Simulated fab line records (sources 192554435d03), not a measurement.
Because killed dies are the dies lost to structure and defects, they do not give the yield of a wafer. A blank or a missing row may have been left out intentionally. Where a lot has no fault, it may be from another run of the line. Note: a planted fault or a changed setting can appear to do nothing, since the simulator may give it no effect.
Which tool was responsible?    flow n5_finfet    27 wafers from 9 lots sampled at 6 of the route's 1938 steps

WHAT THE GAUGES READ, wafer by wafer
N5_MOL_CONTACT_COAG_OVL_MEAS_41. Usual: VD_OVL -0.3 nm, standard deviation 0.72.
lot   measured      on          VD_OVL (nm)     flag
L220  day 5 15:48   overlay-02  -0.4 -1.1 -1.6  
L223  day 6 12:01   overlay-02  -0.6 0.0 -0.3   
L226  day 7 05:19   overlay-02  -0.3 -0.2 0.2   
L227  day 7 10:05   overlay-02  0.1 0.1 -0.4    
L229  day 7 23:23   overlay-01  10.1 11.4 10.7  OFF
L233  day 8 21:32   overlay-02  10.2 9.0 10.5   OFF
L237  day 9 20:09   overlay-01  -0.5 0.6 -0.5   
L238  day 10 02:49  overlay-02  0.2 -1.2 0.2    
L241  day 10 19:41  overlay-01  0.2 -0.4 0.4    

N5_BEOL_M4_RC_MEAS_101. Usual: DIBL_N 36.3 mV/V, standard deviation 1.7; DIBL_P 36.3 mV/V, standard deviation 2.2; IOFF_N 0.16 nA/um, standard deviation 0.034; IOFF_P 0.21 nA/um, standard deviation 0.038; ION_N 673 uA/um, standard deviation 13; ION_P 461 uA/um, standard deviation 8.3; SS_N 71.5 mV/dec, standard deviation 0.55; SS_P 73.3 mV/dec, standard deviation 0.67; VT_N 250 mV, standard deviation 3.4; VT_P -251 mV, standard deviation 3.5.
lot   measured      on         DIBL_N (mV/V)   DIBL_P (mV/V)   IOFF_N (nA/um)  IOFF_P (nA/um)  ION_N (uA/um)  ION_P (uA/um)  SS_N (mV/dec)   SS_P (mV/dec)   VT_N (mV)    VT_P (mV)       flag
L220  day 8 09:55   prober-01  35.3 33.9 35.4  34.0 32.8 35.6  0.15 0.12 0.15  0.18 0.17 0.21  665 644 660    454 446 456    70.9 70.8 71.4  73.4 73.3 73.8  249 253 253  -251 -253 -249  
L223  day 9 13:10   prober-01  34.6 39.0 37.8  33.7 39.7 38.0  0.13 0.23 0.19  0.17 0.27 0.25  665 695 684    451 472 464    71.7 72.1 71.8  72.1 73.6 74.3  253 245 248  -254 -248 -248  
L226  day 9 18:35   prober-01  37.0 37.0 36.8  39.3 39.2 38.2  0.16 0.16 0.15  0.25 0.23 0.23  656 679 663    464 465 462    71.9 72.1 71.5  73.5 73.6 74.0  251 251 250  -247 -251 -246  
L227  day 9 21:37   prober-01  39.5 35.5 36.1  39.5 35.5 35.8  0.22 0.15 0.15  0.33 0.23 0.22  698 680 677    484 472 468    72.3 71.4 72.1  74.4 73.7 73.2  248 248 253  -241 -245 -247  
L229  day 10 21:47  prober-02  35.7 37.9 36.9  35.9 37.6 37.3  0.16 0.19 0.18  0.18 0.21 0.20  676 662 679    459 452 452    71.1 72.6 71.7  72.8 73.9 73.5  248 249 247  -253 -251 -253  
L233  day 12 02:27  prober-01  38.7 38.9 36.7  38.5 40.0 36.8  0.21 0.22 0.17  0.23 0.26 0.20  690 701 681    466 469 461    72.0 71.7 71.6  74.1 74.2 74.4  246 245 247  -253 -249 -254  
L237  day 12 22:41  prober-01  36.9 36.8 36.6  38.1 37.3 38.4  0.18 0.17 0.18  0.24 0.22 0.24  683 684 682    467 467 470    71.5 71.8 71.5  73.7 73.6 74.0  247 248 248  -249 -248 -246  
L238  day 12 23:26  prober-02  39.4 35.8 37.2  39.6 34.8 37.5  0.22 0.13 0.18  0.27 0.18 0.23  699 669 688    475 462 471    71.7 71.5 71.2  73.7 72.2 74.1  244 255 248  -247 -251 -250  
L241  day 13 08:58  prober-02  36.2 38.1 38.4  35.5 37.5 38.9  0.14 0.18 0.20  0.17 0.20 0.23  662 671 693    453 455 465    71.2 71.8 71.8  73.1 73.8 74.1  253 248 248  -256 -251 -253  

TOOL THAT RAN EACH LOT (tool first, then ch and the chambers of the sampled wafers, then the start)
lot   N5_MOL_CONTACT_COAG_ALD_131        N5_MOL_CONTACT_COAG_EXPOSE_37      N5_MOL_CONTACT_COAG_ETCH_66        N5_MOL_CONTACT_COAG_ETCH_67
L220  ald_sin-01 ch 0,2,3, day 5 14:37   euv_scanner-02 ch 0, day 5 15:37   rie_diel-05 ch 0,2,3, day 5 16:10  rie_diel-04 ch 1,2,3, day 5 16:35
L223  ald_sin-03 ch 0,1,3, day 6 10:52   euv_scanner-02 ch 0, day 6 11:50   rie_diel-05 ch 0,2,3, day 6 12:11  rie_diel-05 ch 1,3, day 6 12:28
L226  ald_sin-02 ch 0,1, day 7 04:09     euv_scanner-02 ch 0, day 7 05:08   rie_diel-05 ch 0,2, day 7 05:27    rie_diel-03 ch 0,1,2, day 7 05:52
L227  ald_sin-01 ch 0,1,3, day 7 08:56   euv_scanner-01 ch 0, day 7 09:55   rie_diel-04 ch 0,2, day 7 10:14    rie_diel-05 ch 2,3, day 7 10:38
L229  ald_sin-01 ch 0,3, day 7 22:22     euv_scanner-02 ch 0, day 7 23:13   rie_diel-03 ch 0,2, day 7 23:32    rie_diel-05 ch 0,2,3, day 7 23:50
L233  ald_sin-01 ch 0,1,2, day 8 20:20   euv_scanner-02 ch 0, day 8 21:22   rie_diel-05 ch 0,2, day 8 21:41    rie_diel-05 ch 0,2, day 8 21:59
L237  ald_sin-03 ch 0,1, day 9 19:06     euv_scanner-01 ch 0, day 9 19:59   rie_diel-03 ch 2,3, day 9 20:18    rie_diel-05 ch 1,2,3, day 9 20:35
L238  ald_sin-02 ch 1,2,3, day 10 01:47  euv_scanner-01 ch 0, day 10 02:39  rie_diel-04 ch 2,3, day 10 02:56   rie_diel-04 ch 0,1,2, day 10 03:14
L241  ald_sin-03 ch 0,1,2, day 10 18:40  euv_scanner-01 ch 0, day 10 19:30  rie_diel-04 ch 0,1, day 10 19:50   rie_diel-04 ch 0,3, day 10 20:07
- N5_MOL_CONTACT_COAG_ALD_131: deposits SiO2, target thk 5 nm, pulse time 1 s, co reactant pulse time 1 s.
- N5_MOL_CONTACT_COAG_EXPOSE_37: exposes mask VD, defocus 0 nm.
- N5_MOL_CONTACT_COAG_ETCH_66: etches SiARC in CF4, target depth 13 nm, time 21.7 s.
- N5_MOL_CONTACT_COAG_ETCH_67: etches SOC in N2/H2, target depth 60 nm, overetch 21 nm, time 101.2 s.

AS READ BY THE TOOLS THEMSELVES (means over the sampled wafers that have a number; for cases with no such wafer, the mark the record gives instead)
N5_MOL_CONTACT_COAG_ALD_131. Usual: heater_power_w 79 W, standard deviation 7.6; precursor_pulse_height_rel 1.001, standard deviation 0.017.
lot   tool        heater_power_w (W)  precursor_pulse_height_rel  flag
L220  ald_sin-01  77                  0.981                       
L223  ald_sin-03  81                  1.012                       
L226  ald_sin-02  82                  1.006                       
L227  ald_sin-01  80                  1.001                       
L229  ald_sin-01  79                  0.990                       
L233  ald_sin-01  77                  0.994                       
L237  ald_sin-03  75                  1.008                       
L238  ald_sin-02  82                  0.999                       
L241  ald_sin-03  72                  1.003                       

N5_MOL_CONTACT_COAG_ETCH_66. Usual: drypump_motor_current_A 5.8 A (standard deviation 0.42); etch_rf_on_time_s 21.7 s (standard deviation 0.55); oes_product_au 0.70 a.u. (standard deviation 0.086); rf_fwd_power_W 531.6 W (standard deviation 1.6); rf_vpp_V 184.2 V (standard deviation 1.2); showerhead_plenum_p_Torr 2.15 Torr (standard deviation 0.069); throttle_valve_pct 15.55 % (standard deviation 0.27).
lot   tool         drypump_motor_current_A (A)  etch_rf_on_time_s (s)  oes_product_au (a.u.)  rf_fwd_power_W (W)  rf_vpp_V (V)  showerhead_plenum_p_Torr (Torr)  throttle_valve_pct (%)  flag
L220  rie_diel-05  5.4                          21.6                   0.70                   532.3               184.9         2.16                             15.35                   
L223  rie_diel-05  5.4                          21.6                   0.69                   530.0               185.0         2.16                             15.37                   
L226  rie_diel-05  5.4                          21.6                   0.72                   531.4               184.0         2.15                             15.16                   
L227  rie_diel-04  5.7                          21.6                   0.74                   530.1               184.2         2.08                             15.62                   
L229  rie_diel-03  6.3                          21.7                   0.73                   532.3               184.3         2.10                             15.41                   
L233  rie_diel-05  5.3                          22.2                   0.69                   532.1               183.3         2.11                             15.23                   
L237  rie_diel-03  6.4                          21.3                   0.63                   530.9               183.1         2.11                             15.66                   
L238  rie_diel-04  5.9                          21.8                   0.67                   531.5               185.5         2.22                             15.69                   
L241  rie_diel-04  6.2                          21.4                   0.75                   530.8               185.6         2.20                             15.67                   

N5_MOL_CONTACT_COAG_ETCH_67. Usual: drypump_motor_current_A 5.8 A (standard deviation 0.42); h2_flow_sccm 200.1 sccm (standard deviation 0.63); oes_product_au 0.68 a.u. (standard deviation 0.075); rf_fwd_power_W 834.4 W (standard deviation 2.7); rf_vpp_V 523.8 V (standard deviation 2.3); showerhead_plenum_p_Torr 2.54 Torr (standard deviation 0.079); throttle_valve_pct 17.69 % (standard deviation 0.27).
lot   tool         drypump_motor_current_A (A)  h2_flow_sccm (sccm)  oes_product_au (a.u.)  rf_fwd_power_W (W)  rf_vpp_V (V)  showerhead_plenum_p_Torr (Torr)  throttle_valve_pct (%)  flag
L220  rie_diel-04  6.1                          200.6                0.65                   835.3               524.8         2.58                             17.93                   
L223  rie_diel-05  5.7                          200.0                0.68                   832.2               524.6         2.58                             17.75                   
L226  rie_diel-03  5.8                          200.0                0.68                   832.1               522.4         2.49                             17.74                   
L227  rie_diel-05  5.3                          200.0                0.65                   835.1               523.7         2.52                             17.56                   
L229  rie_diel-05  5.5                          200.5                0.66                   834.9               524.2         2.56                             17.53                   
L233  rie_diel-05  5.4                          200.5                0.70                   832.9               523.9         2.54                             17.34                   
L237  rie_diel-05  5.5                          200.5                0.66                   833.9               522.1         2.52                             17.66                   
L238  rie_diel-04  6.0                          200.3                0.77                   833.7               526.0         2.63                             17.70                   
L241  rie_diel-04  5.9                          200.5                0.63                   836.9               524.1         2.56                             18.10                   

THE ANSWER, worked out from the rows above alone
Rule: a lot is off if the mean of its wafers that have a number lies more than 3 standard deviations from the usual mean. A lot without any number at a reading at which 4 lots or more have one is off too. Where the step has rows for the other lots, those lots are counted as sound. After the gauges, taken in route order, come the tools' own readings; for these a lot's mean is taken, as printed above. At the first step where some lot is off, the reading lying furthest off is the one used; lots without a number count as furthest.
Off: L229, L233, seen at N5_MOL_CONTACT_COAG_OVL_MEAS_41 (VD_OVL).
If a tool, at a process step before that reading, ran all the lots that are off and no sound lot after the first of them, it fits. Those tools and the gauges at N5_MOL_CONTACT_COAG_OVL_MEAS_41 are tried in the same way. Can't be told from this: 2 tools fit, ald_sin-01 at N5_MOL_CONTACT_COAG_ALD_131, euv_scanner-02 at N5_MOL_CONTACT_COAG_EXPOSE_37.

WHAT WAS PUT IN BY THE SIMULATOR
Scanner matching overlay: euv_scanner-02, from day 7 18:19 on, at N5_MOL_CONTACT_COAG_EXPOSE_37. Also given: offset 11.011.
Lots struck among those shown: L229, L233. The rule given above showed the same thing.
